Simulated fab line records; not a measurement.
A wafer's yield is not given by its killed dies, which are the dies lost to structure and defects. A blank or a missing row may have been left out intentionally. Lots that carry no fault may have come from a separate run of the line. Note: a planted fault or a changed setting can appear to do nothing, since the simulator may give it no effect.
Chamber matching    flow n5_finfet    N5_HKMG_FIN_STRIP_34 on rie_diel-05: 4 sister chambers
The step strips in CF4. 8 wafers are shown with their chamber, then 7 later ones without.

== WAFERS PAIRED WITH THEIR CHAMBERS ==
wafer   chamber  drypump_motor_current_A (A)  throttle_valve_pct (%)
L082.4  1        5.7                          13.68
L085.3  2        5.3                          13.43
L085.6  3        6.3                          13.70
L087.1  0        5.8                          13.77
L087.5  2        5.3                          13.45
L087.6  3        6.3                          13.71
L088.1  0        5.9                          13.78
L088.2  1        5.7                          13.73

== WAFERS WITHOUT THEIR CHAMBER ==
wafer   drypump_motor_current_A (A)  throttle_valve_pct (%)
L088.4  6.3                          13.70
L091.1  5.9                          13.78
L091.2  6.3                          13.72
L091.4  5.3                          13.43
L092.3  6.3                          13.74
L092.5  5.7                          13.73
L092.6  5.9                          13.80

== WHICH CHAMBER EACH WENT THROUGH ==
wafer   from the rows above  in truth
L088.4  3                    3
L091.1  0                    0
L091.2  3                    3
L091.4  2                    2
L092.3  3                    3
L092.5  1                    1
L092.6  0                    0
Correctly placed: 7 of 7. Not placeable from these rows: 0. Wrongly placed: 0.
How it was worked out, from the rows above alone: a wafer's distance from a chamber is the root of the sum, over the readings, of the square of ((its reading less the chamber's mean) divided by the reading's scatter). If the next closest chamber is less than 2 further off than the closest, the wafer can't be placed; otherwise it belongs to the closest. The mean given for a chamber averages the wafers shown for that chamber. The scatter: the root of (the sum of the squares of (reading less its chamber's mean) over the shown wafers, divided by (wafers less chambers)).
